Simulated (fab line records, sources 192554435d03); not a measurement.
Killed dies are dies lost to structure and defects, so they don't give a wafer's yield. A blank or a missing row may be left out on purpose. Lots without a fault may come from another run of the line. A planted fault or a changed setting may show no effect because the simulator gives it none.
Split-lot experiment | flow n5_finfet | 7 lots, 21 wafers read, on a route of 1938 steps

THE SPLIT
At N5_BEOL_M0_SAQP_PECVD_03 (deposits SiCN from 3MS/NH3, target thk 12 nm, time 21.1 s), the setting time_s was moved away from the recipe's 21.1 s on 8 of the 21 wafers read, by -13.9% to +10.3%. The other wafers ran this setting at the recipe's value.

The reading is taken at the split's own step.

THE READING
SiCN_of_BEOL_M0_SAQP_PECVD_03.thk_nm (the simulator's own value, which no gauge read), in nm, at N5_BEOL_M0_SAQP_PECVD_03 (deposits SiCN from 3MS/NH3, target thk 12 nm, time 21.1 s). The file gives no usual value for it. The 13 wafers here that ran the recipe average 11.9 nm, standard deviation 0.27 nm.

wafer  | tool, chamber at the split | time_s as run, s | against the recipe | SiCN_of_BEOL_M0_SAQP_PECVD_03.thk_nm, nm | against lot-mates on the recipe
L074.2 | pecvd-01, 2                | 21.1             | recipe             | 11.4                                     | -
L074.3 | pecvd-01, 0                | 23.27            | +10.3%             | 12.8                                     | +1.4
L074.5 | pecvd-01, 1                | 23.27            | +10.3%             | 13.2                                     | +1.8
L081.1 | pecvd-01, 1,0              | 21.1             | recipe             | 12                                       | -
L081.4 | pecvd-01, 1,0              | 21.1             | recipe             | 12                                       | -
L081.2 | pecvd-01, 0                | 21.1             | recipe             | 11.6                                     | -
L086.3 | pecvd-01, 0,1              | 20.13            | -4.6%              | 11.6                                     | -0.8
L086.6 | pecvd-01, 0,1              | 20.13            | -4.6%              | 11.6                                     | -0.8
L086.5 | pecvd-01, 0                | 21.1             | recipe             | 12.4                                     | -
L087.3 | pecvd-01, 2                | 21.1             | recipe             | 11.8                                     | -
L087.4 | pecvd-01, 2                | 21.1             | recipe             | 12                                       | -
L087.5 | pecvd-01, 0                | 21.1             | recipe             | 12.2                                     | -
L089.3 | pecvd-02, 1,0              | 20.03            | -5.1%              | 11                                       | -0.8
L089.6 | pecvd-02, 1,0              | 20.03            | -5.1%              | 11                                       | -0.8
L089.4 | pecvd-02, 1                | 21.1             | recipe             | 11.8                                     | -
L090.2 | pecvd-03, 0                | 21.1             | recipe             | 12                                       | -
L090.3 | pecvd-03, 2                | 21.1             | recipe             | 11.6                                     | -
L090.6 | pecvd-03, 0                | 21.1             | recipe             | 12.2                                     | -
L093.3 | pecvd-02, 2                | 18.16            | -13.9%             | 10.4                                     | -1.4
L093.4 | pecvd-02, 0                | 21.1             | recipe             | 11.8                                     | -
L093.6 | pecvd-02, 0                | 18.16            | -13.9%             | 10.2                                     | -1.6
Where a row lists several chambers, the file gives one row for several wafers and doesn't say which wafer went through which chamber.

THE FIT
A straight line over all 21 wafers: SiCN_of_BEOL_M0_SAQP_PECVD_03.thk_nm changes by +0.114 nm for each +1% of time_s; r = +0.93; the points scatter about the line by 0.27 nm.
The same after taking each lot's own level away (the mean of its wafers on the recipe; 21 wafers): +0.131 nm for each +1%; r = +0.96; scatter 0.22 nm.
On that fit, the largest move of time_s shifts the reading by 1.8 nm.
The lots' own levels span 11.40 to 12.40 nm, that is 3.7 times the standard deviation above.
So the lot-to-lot level changes the slope: the two fits differ.
Check: with one of the wafers moved furthest among these (-13.9%) left out of the fit, the line predicts -1.97 nm for it against its lot-mates. It came out at -1.4 nm against them.

OTHER SPLITS ON THESE WAFERS
These wafers also went through other splits before the reading. Each is held against what the fit with the lots' levels taken away leaves over:
other split on the same wafers        | wafers away from the commonest value | r with SiCN_of_BEOL_M0_SAQP_PECVD_03.thk_nm (lot level and that fit taken away)
N5_SD_EPI_P_EXPOSE_06 dose_mj         | 10                                   | +0.09
N5_GATE_CUT_ALD_22 ald_cycles         | 4                                    | -0.20
N5_MOL_CONTACT_COAG_ETCH_106 source_w | 8                                    | -0.10

THE FILE'S OWN FIT
SiCN_of_BEOL_M0_SAQP_PECVD_03.thk_nm changes by +0.13 nm for each +1% of time_s, r = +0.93.
